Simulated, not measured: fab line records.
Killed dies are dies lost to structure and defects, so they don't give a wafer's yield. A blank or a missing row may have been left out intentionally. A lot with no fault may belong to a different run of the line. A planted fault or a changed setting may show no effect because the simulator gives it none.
fab line records :: flow n5_finfet
record
  lots=3
  wafers=9
  last_day=20
route steps=1938 shown DUMMY_GATE@243 SPACER0@258 SD_EPI_N@262 SD_EPI_P@329 BEOL_M4@1111 PASSIVATION@1936
lots that met no fault: taken from a fault-free run of the same line
start_h: start of the lot's first displayed wafer, in hours after the record's first day :: wait_h: hours from the lot's prior step to this one :: " repeats the value in the row above :: L1.1+2: a single row standing in for several wafers :: - no value, or no start was given :: * or withheld: withheld :: < > ~ a bound
route shown NAME@n: names a module that has steps shown in the file, with the first one's number in the route :: usual: mean/standard deviation taken from wafers without a fault :: same: alike in all rows :: chamber/n: place in a boat :: sites: the reading at each site :: _std_site: standard deviation of those values :: _edge_site: mean of outer sites minus mean of inner sites :: radius_mm: how far each site lies from the wafer's centre :: mask NAME#n: copy n :: behind: the tool/chamber that last shaped the wafer :: hold: what put the lot on hold/how long, in hours/how the hold closed :: device: names the non-switching transistor (n, p or np) :: end of line: the tests these same wafers got at the end of their route :: where a step has no rows: the recipe by itself :: killed: the dies lost at the first sort to structure and to defects; this is not the yield of the wafer :: map: shows each die of a wafer: x if killed, . if not, _ if none is there
set.NAME: the run value of the setting; set.NAME@STEP: its run value at that earlier step :: model.NAME: the simulator's own value behind a step, which no gauge read
lots seen at some steps along the route; tables by step, rows by wafer
## steps
# step N5_DUMMY_GATE_ETCH_31
# recipe
  chemistry=C4F6/O2
  target=SiO2
  mask_material=SOC
  target_depth_a=825
  time_s=27.5
  ion_energy_ev=250
  pressure_mtorr=30
  source_w=345
  bias_w=185
  Ar_flow_sccm=300
  C4F6_flow_sccm=10
  O2_flow_sccm=10
# step N5_DUMMY_GATE_STRIP_41
# recipe
  chemistry=O2
  power_w=400
  temp_c=40
  pressure_mtorr=30
  rf_frequency_hz=6e+07
  bias_power_w=0
  overash_fraction=0.3
  o2_flow_sccm=225
# step N5_DUMMY_GATE_HM_OPEN_21
# recipe
  chemistry=CH3F/O2
  target=SiNx
  target_depth_a=1200
  Ar_flow_sccm=150
  CH3F_flow_sccm=30
  O2_flow_sccm=23
  time_s=171.4
  pressure_mtorr=30
  source_w=395
  bias_w=73
  ion_energy_ev=120.7
# step N5_DUMMY_GATE_ETCH_32
# recipe
  chemistry=CF4
  target=SiO2
  target_depth_a=35
  time_s=3.9
  ion_energy_ev=350
  pressure_mtorr=10
  icp_w=800
  bias_w=400
  cf4_flow_sccm=80
# step N5_DUMMY_GATE_ETCH_23
# recipe
  chemistry=HBr/Cl2/O2
  HBr_flow_sccm=150
  Cl2_flow_sccm=80
  O2_flow_sccm=12
  bias_w=102
  target_depth_a=410
  time_s=22.3
  target=poly-Si
  mask_material=SiO2
  pressure_mtorr=10
  icp_w=800
# step N5_DUMMY_GATE_ETCH_44
# recipe
  chemistry=HBr/O2
  over_etch_frac=0.7
  target_depth_a=1275
  stop_on=SiO2
  ion_energy_ev=60
  bias_w=20
  target=poly-Si
  mask_material=SiO2
  pressure_mtorr=20
  icp_w=400
  HBr_flow_sccm=120
  O2_flow_sccm=10
# step N5_DUMMY_GATE_ETCH_42
# recipe
  chemistry=CHF3/O2
  target=SiO2
  target_depth_a=35
  time_s=31
  ion_energy_ev=30
  bias_w=12
  pressure_mtorr=30
  source_w=600
  Ar_flow_sccm=200
  CHF3_flow_sccm=50
  O2_flow_sccm=5
# step N5_DUMMY_GATE_STRIP_48
# recipe
  chemistry=N2/H2
  time_s=20
  power_w=100
  temp_c=40
  pressure_mtorr=100
  rf_frequency_hz=6e+07
  bias_power_w=3
  n2_flow_sccm=300
  h2_flow_sccm=300
# step N5_DUMMY_GATE_PRECLEAN_33
# recipe
  chemistry=dHF
  time_s=10
  dilution=750:1
  temp_c=25
# step N5_DUMMY_GATE_PRECLEAN_25
# recipe
  chemistry=O3/DIW
  time_s=45
  temp_c=22
  o3_ppm=10
# step N5_DUMMY_GATE_PRECLEAN_51
# recipe
  chemistry=SC2
  time_s=45
  temp_c=35
  mix=1:1:50
lot.wafer: L524.2+3+5
tool: wet_bench-04
chamber: 5,3,1
start_h: 60.68
wait_h: 0.0

lot.wafer: L530.1+3+4
tool: wet_bench-04
chamber: 7,1,6
start_h: 100.36
wait_h: 0.0

lot.wafer: L544.1+5+6
tool: wet_bench-01
chamber: 3,7,0
start_h: 180.01
wait_h: 0.0
# step N5_DUMMY_GATE_SRD_26
# recipe
  dry=ipa_marangoni
  time_s=30
  temp_c=23
  rinse_liquid=diw
# step N5_DUMMY_GATE_UV_OZONE_45
# recipe
  time_s=120
  pressure_torr=760
  temp_c=25
# step N5_DUMMY_GATE_INSPECT_27
# recipe
  inspect_instrument=brightfield
  mode=aei
# usual
  raw_defect_count=301/77
lot.wafer: L524.2
tool: defect_inspect-01
chamber: -
start_h: 60.77
wait_h: 0.0
raw_defect_count: 278

lot.wafer: L524.3
tool: defect_inspect-01
chamber: -
start_h: 60.77
wait_h: 0.0
raw_defect_count: 194

lot.wafer: L524.5
tool: defect_inspect-01
chamber: -
start_h: 60.77
wait_h: 0.0
raw_defect_count: 249

lot.wafer: L530.1
tool: defect_inspect-01
chamber: -
start_h: 100.45
wait_h: 0.0
raw_defect_count: 946

lot.wafer: L530.3
tool: defect_inspect-01
chamber: -
start_h: 100.45
wait_h: 0.0
raw_defect_count: 196

lot.wafer: L530.4
tool: defect_inspect-01
chamber: -
start_h: 100.45
wait_h: 0.0
raw_defect_count: 244

lot.wafer: L544.1
tool: defect_inspect-01
chamber: -
start_h: 180.10
wait_h: 0.0
raw_defect_count: 424

lot.wafer: L544.5
tool: defect_inspect-01
chamber: -
start_h: 180.10
wait_h: 0.0
raw_defect_count: 405

lot.wafer: L544.6
tool: defect_inspect-01
chamber: -
start_h: 180.10
wait_h: 0.0
raw_defect_count: 209
# step N5_SPACER0_ALD_07
# recipe
  material=SiNx
  target_thk_a=20
  temp_c=400
  ald_precursor_family=SiH2I2
  ald_co_reactant=N2/H2-plasma
  pressure_torr=2
# step N5_SPACER0_ALD_00
# recipe
  material=SiOCN
  target_thk_a=35
  temp_c=400
  ald_precursor_family=alkyl-aminosilane
  ald_co_reactant=O2/N2-plasma
  pulse_time_s=3
  purge_time_s=2
  co_reactant_purge_time_s=2
  ald_cycles=58
  pressure_torr=2
# step N5_SPACER0_ALD_08
# recipe
  material=SiNx
  target_thk_a=20
  temp_c=400
  ald_precursor_family=SiH2I2
  ald_co_reactant=N2/H2-plasma
  pressure_torr=2
# step N5_SPACER0_INSPECT_04
# recipe
  inspect_instrument=darkfield
  mode=post_dep
# usual
  raw_defect_count=131/31
lot.wafer: L524.2
tool: defect_inspect-02
chamber: -
start_h: 61.37
wait_h: 0.1
raw_defect_count: 145

lot.wafer: L524.3
tool: defect_inspect-02
chamber: -
start_h: 61.37
wait_h: 0.1
raw_defect_count: 122

lot.wafer: L524.5
tool: defect_inspect-02
chamber: -
start_h: 61.37
wait_h: 0.1
raw_defect_count: 165

lot.wafer: L530.1
tool: defect_inspect-02
chamber: -
start_h: 101.05
wait_h: 0.1
raw_defect_count: 799

lot.wafer: L530.3
tool: defect_inspect-02
chamber: -
start_h: 101.05
wait_h: 0.1
raw_defect_count: 88

lot.wafer: L530.4
tool: defect_inspect-02
chamber: -
start_h: 101.05
wait_h: 0.1
raw_defect_count: 101

lot.wafer: L544.1
tool: defect_inspect-01
chamber: -
start_h: 180.70
wait_h: 0.1
raw_defect_count: 177

lot.wafer: L544.5
tool: defect_inspect-01
chamber: -
start_h: 180.70
wait_h: 0.1
raw_defect_count: 179

lot.wafer: L544.6
tool: defect_inspect-01
chamber: -
start_h: 180.70
wait_h: 0.1
raw_defect_count: 108
# step N5_SD_EPI_N_COAT_32
# recipe
  resist=SOC
  temp_c=250
  time_s=60
  spin_rpm=1500
  resist_thk_nm=350
# step N5_SD_EPI_N_COAT_33
# recipe
  resist=SiARC
  temp_c=220
  time_s=60
  spin_rpm=1500
  resist_thk_nm=35
# step N5_SD_EPI_N_COAT_03
# recipe
  resist=CAR-ArF-block
  spin_rpm=1500
  resist_thk_nm=150
# step N5_SD_EPI_N_EBR_05
# recipe
  solvent=PGMEA
  ebr_width_mm=1.5
# step N5_SD_EPI_N_SOFTBAKE_04
# recipe
  temp_c=110
  time_s=60
  resist=CAR-ArF-block
# step N5_SD_EPI_N_EXPOSE_06
# recipe
  mask_id=SD_N_BLK
  na=1.35
  source_shape=conventional
  sigma_outer=0.8
  polarization=unpolarized
  target_cd_nm=120
  dose_mj=39.75
# step N5_SD_EPI_N_PEB_07
# recipe
  peb_temp_c=110
  peb_time_s=60
  resist=CAR-ArF-block
# step N5_SD_EPI_N_DEVELOP_08
# recipe
  develop_time_s=30
  developer=TMAH
  resist=CAR-ArF-block
  dev_temp_c=23
  rinse_liquid=diw
  dry=air_spin
# step N5_SD_EPI_N_INSPECT_11
# recipe
  mode=adi
  inspect_instrument=macro
# usual
  raw_defect_count=2.1/1.4
lot.wafer: L524.2
tool: defect_inspect-01
chamber: -
start_h: 61.82
wait_h: 0.0
raw_defect_count: 4

lot.wafer: L524.3
tool: defect_inspect-01
chamber: -
start_h: 61.82
wait_h: 0.0
raw_defect_count: 1

lot.wafer: L524.5
tool: defect_inspect-01
chamber: -
start_h: 61.82
wait_h: 0.0
raw_defect_count: 3

lot.wafer: L530.1
tool: defect_inspect-02
chamber: -
start_h: 101.38
wait_h: 0.0
raw_defect_count: >300

lot.wafer: L530.3
tool: defect_inspect-02
chamber: -
start_h: 101.38
wait_h: 0.0
raw_defect_count: 3

lot.wafer: L530.4
tool: defect_inspect-02
chamber: -
start_h: 101.38
wait_h: 0.0
raw_defect_count: 3

lot.wafer: L544.1
tool: defect_inspect-02
chamber: -
start_h: 181.15
wait_h: 0.0
raw_defect_count: 4

lot.wafer: L544.5
tool: defect_inspect-02
chamber: -
start_h: 181.15
wait_h: 0.0
raw_defect_count: 1

lot.wafer: L544.6
tool: defect_inspect-02
chamber: -
start_h: 181.15
wait_h: 0.0
raw_defect_count: 3
# step N5_SD_EPI_N_DESCUM_14
# recipe
  chemistry=O2
  time_s=7.9
  source_power_w=50
  bias_power_w=20
  pressure_mtorr=20
  rf_frequency_hz=2.712e+07
  temp_c=40
  resist=CAR-ArF-block
  o2_flow_sccm=225
# step N5_SD_EPI_N_ETCH_34
# recipe
  chemistry=CF4
  target=SiARC
  target_depth_a=455
  mask_material=CAR-ArF-block
  time_s=75.8
  ion_energy_ev=80
  pressure_mtorr=40
  source_w=545
  bias_w=36
  Ar_flow_sccm=100
  cf4_flow_sccm=100
  ends=cleared
# step N5_SD_EPI_N_ETCH_35
# recipe
  chemistry=N2/H2
  target=SOC
  overetch_a=1080
  mask_material=SiARC
  temp_c=40
  ion_energy_ev=100
  source_w=3000
  bias_w=133
  pressure_mtorr=20
  time_s=486
  n2_flow_sccm=200
  h2_flow_sccm=200
# step N5_SD_EPI_N_STRIP_36
# recipe
  chemistry=N2/H2
  temp_c=40
  n2_flow_sccm=200
  h2_flow_sccm=200
  rf_frequency_hz=6e+07
# step N5_SD_EPI_N_ETCHBACK_44
# recipe
  chemistry=CH3F/O2
  mode=anisotropic_etchback
  target=SiNx
  target_depth_a=145
  stop_on=SiO2
  over_etch_frac=0.3
  ion_energy_ev=120
  pressure_mtorr=30
  source_w=395
  bias_w=73
  Ar_flow_sccm=150
  CH3F_flow_sccm=30
  O2_flow_sccm=20
# step N5_SD_EPI_N_ETCH_45
# recipe
  chemistry=CH3F/O2
  target=SiOCN
  target_depth_a=60
  mask_material=SOC
  ion_energy_ev=60
  bias_w=29
  pressure_mtorr=15
  source_w=410
  Ar_flow_sccm=150
  CH3F_flow_sccm=30
  O2_flow_sccm=20
# step N5_SD_EPI_N_ETCH_16
# recipe
  chemistry=CHF3/O2
  target=SiO2
  target_depth_a=50
  mask_material=SOC
  pressure_mtorr=30
  source_w=650
  bias_w=170
  Ar_flow_sccm=200
  CHF3_flow_sccm=50
  O2_flow_sccm=5
  ion_energy_ev=200
# step N5_SD_EPI_N_STRIP_47
# recipe
  chemistry=CHF3/O2
  resist=SiARC
  rf_frequency_hz=6e+07
# step N5_SD_EPI_N_SD_RECESS_17
# recipe
  chemistry=HBr/Cl2/O2
  target_depth_a=410
  mask_material=SOC
  time_s=23.7
  bt_time_s=3
  pressure_mtorr=10
  icp_w=800
  bias_w=112
  HBr_flow_sccm=150
  Cl2_flow_sccm=80
  O2_flow_sccm=12
# step N5_SD_EPI_N_STRIP_38
# recipe
  chemistry=N2/H2
  power_w=1000
  temp_c=250
  h2_frac=0.65
  overash_fraction=0.3
  pressure_mtorr=withheld
  n2_flow_sccm=1750
  h2_flow_sccm=3250
# step N5_SD_EPI_N_WET_ETCH_43
# recipe
  chemistry=dHF
  dilution=withheld
  time_s=14
  target=SiO2
  target_depth_a=15
  temp_c=25
# step N5_SD_EPI_N_INSPECT_26
# recipe
  inspect_instrument=darkfield
  mode=post_epi
# usual
  raw_defect_count=196/39
lot.wafer: L524.2
tool: defect_inspect-01
chamber: -
start_h: 66.15
wait_h: 0.1
raw_defect_count: 233

lot.wafer: L524.3
tool: defect_inspect-01
chamber: -
start_h: 66.15
wait_h: 0.1
raw_defect_count: 183

lot.wafer: L524.5
tool: defect_inspect-01
chamber: -
start_h: 66.15
wait_h: 0.1
raw_defect_count: 249

lot.wafer: L530.1
tool: defect_inspect-01
chamber: -
start_h: 105.80
wait_h: 0.1
raw_defect_count: 838

lot.wafer: L530.3
tool: defect_inspect-01
chamber: -
start_h: 105.80
wait_h: 0.1
raw_defect_count: 183

lot.wafer: L530.4
tool: defect_inspect-01
chamber: -
start_h: 105.80
wait_h: 0.1
raw_defect_count: 138

lot.wafer: L544.1
tool: defect_inspect-01
chamber: -
start_h: 185.16
wait_h: 0.1
raw_defect_count: 279

lot.wafer: L544.5
tool: defect_inspect-01
chamber: -
start_h: 185.16
wait_h: 0.1
raw_defect_count: 267

lot.wafer: L544.6
tool: defect_inspect-01
chamber: -
start_h: 185.16
wait_h: 0.1
raw_defect_count: 169
# step N5_SD_EPI_P_INSPECT_26
# recipe
  inspect_instrument=darkfield
  mode=post_epi
# usual
  raw_defect_count=177/33
lot.wafer: L524.2
tool: defect_inspect-01
chamber: -
start_h: 70.23
wait_h: 0.0
raw_defect_count: 177

lot.wafer: L524.3
tool: defect_inspect-01
chamber: -
start_h: 70.23
wait_h: 0.0
raw_defect_count: 165

lot.wafer: L524.5
tool: defect_inspect-01
chamber: -
start_h: 70.23
wait_h: 0.0
raw_defect_count: 182

lot.wafer: L530.1
tool: defect_inspect-02
chamber: -
start_h: 110.09
wait_h: 0.0
raw_defect_count: 853

lot.wafer: L530.3
tool: defect_inspect-02
chamber: -
start_h: 110.09
wait_h: 0.0
raw_defect_count: 171

lot.wafer: L530.4
tool: defect_inspect-02
chamber: -
start_h: 110.09
wait_h: 0.0
raw_defect_count: 142

lot.wafer: L544.1
tool: defect_inspect-01
chamber: -
start_h: 189.36
wait_h: 0.0
raw_defect_count: 223

lot.wafer: L544.5
tool: defect_inspect-01
chamber: -
start_h: 189.36
wait_h: 0.0
raw_defect_count: 236

lot.wafer: L544.6
tool: defect_inspect-01
chamber: -
start_h: 189.36
wait_h: 0.0
raw_defect_count: 176
# step N5_BEOL_M4_RC_MEAS_101
# usual
  DIBL_N=37.1/2.6
  DIBL_P=38/3
  IOFF_N=0.18/0.052
  IOFF_P=0.25/0.06
  ION_N=678/15
  ION_P=467/8.6
  SS_N=71.7/0.73
  SS_P=73.7/0.89
  VT_N=249/4.3
  VT_P=-248/3.8
lot.wafer: L524.2
tool: prober-02
chamber: 0
start_h: 245.45
wait_h: 0.2
DIBL_N[mV/V]: 35.9
DIBL_P[mV/V]: 34
IOFF_N[nA/um]: 0.14
IOFF_P[nA/um]: 0.21
ION_N[uA/um]: 677
ION_P[uA/um]: 468
SS_N[mV/dec]: 71.3
SS_P[mV/dec]: 71.9
VT_N[mV]: 248
VT_P[mV]: -247

lot.wafer: L524.3
tool: prober-02
chamber: 0
start_h: 245.45
wait_h: 0.2
DIBL_N[mV/V]: 38.3
DIBL_P[mV/V]: 38
IOFF_N[nA/um]: 0.20
IOFF_P[nA/um]: 0.26
ION_N[uA/um]: 692
ION_P[uA/um]: 473
SS_N[mV/dec]: 71.8
SS_P[mV/dec]: 73.7
VT_N[mV]: 243
VT_P[mV]: -246

lot.wafer: L524.5
tool: prober-02
chamber: 0
start_h: 245.45
wait_h: 0.2
DIBL_N[mV/V]: 39.2
DIBL_P[mV/V]: 37
IOFF_N[nA/um]: 0.22
IOFF_P[nA/um]: 0.27
ION_N[uA/um]: 700
ION_P[uA/um]: 475
SS_N[mV/dec]: 72.1
SS_P[mV/dec]: 73.9
VT_N[mV]: 244
VT_P[mV]: -244

lot.wafer: L530.1
tool: prober-02
chamber: 0
start_h: 285.00
wait_h: 0.0
DIBL_N[mV/V]: 35.9
DIBL_P[mV/V]: 34
IOFF_N[nA/um]: 0.15
IOFF_P[nA/um]: 0.21
ION_N[uA/um]: 688
ION_P[uA/um]: 473
SS_N[mV/dec]: 70.5
SS_P[mV/dec]: 73.0
VT_N[mV]: 248
VT_P[mV]: -248

lot.wafer: L530.3
tool: prober-02
chamber: 0
start_h: 285.00
wait_h: 0.0
DIBL_N[mV/V]: 40.0
DIBL_P[mV/V]: 39
IOFF_N[nA/um]: 0.22
IOFF_P[nA/um]: 0.29
ION_N[uA/um]: 679
ION_P[uA/um]: 467
SS_N[mV/dec]: 73.0
SS_P[mV/dec]: 74.0
VT_N[mV]: 247
VT_P[mV]: -245

lot.wafer: L530.4
tool: prober-02
chamber: 0
start_h: 285.00
wait_h: 0.0
DIBL_N[mV/V]: 42.2
DIBL_P[mV/V]: 41
IOFF_N[nA/um]: 0.31
IOFF_P[nA/um]: 0.35
ION_N[uA/um]: 705
ION_P[uA/um]: 475
SS_N[mV/dec]: 72.6
SS_P[mV/dec]: 75.0
VT_N[mV]: 242
VT_P[mV]: -241

lot.wafer: L544.1
tool: prober-02
chamber: 0
start_h: 367.66
wait_h: 0.0
DIBL_N[mV/V]: 35.7
DIBL_P[mV/V]: 37
IOFF_N[nA/um]: 0.16
IOFF_P[nA/um]: 0.21
ION_N[uA/um]: 676
ION_P[uA/um]: 466
SS_N[mV/dec]: 71.6
SS_P[mV/dec]: 73.2
VT_N[mV]: 247
VT_P[mV]: -249

lot.wafer: L544.5
tool: prober-02
chamber: 0
start_h: 367.66
wait_h: 0.0
DIBL_N[mV/V]: 40.8
DIBL_P[mV/V]: 43
IOFF_N[nA/um]: 0.26
IOFF_P[nA/um]: 0.33
ION_N[uA/um]: 675
ION_P[uA/um]: 463
SS_N[mV/dec]: 73.7
SS_P[mV/dec]: 74.7
VT_N[mV]: 246
VT_P[mV]: -245

lot.wafer: L544.6
tool: prober-02
chamber: 0
start_h: 367.66
wait_h: 0.0
DIBL_N[mV/V]: 35.8
DIBL_P[mV/V]: 37
IOFF_N[nA/um]: 0.18
IOFF_P[nA/um]: 0.23
ION_N[uA/um]: 694
ION_P[uA/um]: 475
SS_N[mV/dec]: 70.6
SS_P[mV/dec]: 74.2
VT_N[mV]: 249
VT_P[mV]: -246
# step N5_PASSIVATION_PROBE_49
# usual
  defect_limited_yield=91.4/1.4
  killed_at_M0_to_M3=34/9.1
  killed_at_M4_up=14/5.2
  killed_at_contacts=12/6.4
  killed_at_front_end=38/11
  killed_at_other=3.7/2.8
  killed_dies=102/17
  killed_open=68/13
  killed_short=32/7.8
  sort_bin_4_leakage=0.05/0.3
  sort_bin_5_function=5.1/1
  sort_bin_6_memory=3.2/0.66
  sort_n_pass=1076/19
  sort_yield_pct=91.2/1.6
# same
  gross_dies=1180
  killed_at_back_side=0
  sort_bin_8_speed[%]=0
lot.wafer: L530.1
tool: prober-02
chamber: -
start_h: 392.25
wait_h: 0.0
defect_limited_yield[%]: 87.6
killed_at_M0_to_M3: 42
killed_at_M4_up: 13
killed_at_contacts: 14
killed_at_front_end: 74
killed_at_other: 3
killed_dies: 146
killed_open: 76
killed_short: 33
sort_bin_4_leakage[%]: 0
sort_bin_5_function[%]: 8.1
sort_bin_6_memory[%]: 3.0
sort_n_pass: 1034
sort_yield_pct[%]: 87.6
# killed by level:class
L530.1 DUMMY_GATE:unspecified=37 MOL_CONTACT_COAG:geometric_particle:open=13 BEOL_M2:geometric_particle:open=12 BEOL_M3:geometric_particle:open=10 FIN_SAQP:geometric_particle:open=7 BEOL_M0_SAQP:geometric_particle:short=6 BEOL_M5:geometric_particle:open=6 BEOL_M1:geometric_particle:open=5
# map L530.1 (x killed, . not)
_________________........x...________________
______________.............x...._____________
___________.x......................__________
__________..x.x....................._________
________......x......................._______
_______....xx..................x...x..x______
______.................................._____
_____...........x........x.........x....x____
____......x........x.............xx.......___
___..x..............................x......__
___.......x.......x................x.x.....__
__x..................x.................x.x.._
__......x....................xx.........x..._
_..........x....x....x.....x....x...x....x...
_...x..x.....................x...x...........
_......x.x......x.................x..........
_..x..xx...........x...............x.........
_...x......................x.......x.........
_................x.........x.................
_........x......x.........x.........x........
_..............x....x..........x..x......x...
__.x.......xx....xx........................._
__.xx..........x...x.....x...x.............._
___x.xx.xx......x.......x.......x..........__
___xxxxx.xx..x........................x....__
____xxxxx......x........xx.............x..___
_____xxxxx...............x....x......x...____
______xxxx.......x.............x........_____
_______xxxxx.x............x......x.....______
________xxx..x............x.......x.x._______
__________x.......x.xx..........x.x._________
___________x...........x....x......__________
______________.....x.xx.x......._____________
_________________............________________
# map L524.2 (x killed, . not)
_________________............________________
______________....x.......x...x._____________
___________........................__________
__________..x................x......_________
________........x....................._______
_______.x............x.................______
______.........x.......x.x......x......._____
_____....................x...............____
____....................x.................___
___.......x.....x..........................__
___.x..x.x........................x........__
__.x....x..............x...................._
__............x............................._
_...x.......x...x...........................x
_..................................x........x
_.x..........x......x..................x.....
_....................x.......................
_...x...x.x......x..........x....x..x.......x
_..........x.....x..............x..x.........
_.....x.........x...................x........
_..................................x.........
__..................x.........x......x......_
__.....x...............xx...x..............._
___........................................__
___......x.............x......x..x..x..x...__
____.....x.....x..............x.....x.....___
_____...x.......x....x...........x.......____
______..............x......x..x........._____
_______xx..........x...................______
________.............................._______
__________.........................._________
___________........................__________
______________....x.........x.x._____________
_________________............________________
## key
first_sign
  step=N5_DUMMY_GATE_INSPECT_27
  reading=raw_defect_count
  direction=up
  sigmas=8.3
  usual=301
  struck=946
effect
  step=N5_SPACER0_INSPECT_04
  reading=raw_defect_count
  direction=up
  sigmas=21
  usual=131
  struck=799
effect
  step=N5_SD_EPI_N_INSPECT_11
  reading=raw_defect_count
  direction=up
  sigmas=99+
  usual=2.1
  struck=>300
effect
  step=N5_SD_EPI_N_INSPECT_26
  reading=raw_defect_count
  direction=up
  sigmas=17
  usual=196
  struck=838
effect
  step=N5_SD_EPI_P_INSPECT_26
  reading=raw_defect_count
  direction=up
  sigmas=20
  usual=177
  struck=853
effect
  step=N5_PASSIVATION_PROBE_49
  reading=killed_at_front_end
  direction=up
  sigmas=3.1
  usual=38
  struck=74
more_kills_born_at
  N5_DUMMY_GATE_PRECLEAN_51@wet_bench-04=37
met_at N5_DUMMY_GATE_PRECLEAN_51
struck_wafers L530.1
fault
  kind=chamber_particle_source
  tool=wet_bench-04
  chamber=7
  onset_h=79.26
  steps=N5_DUMMY_GATE_PRECLEAN_51
  rate_per_visit_cm2=1.0822
  end_h=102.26
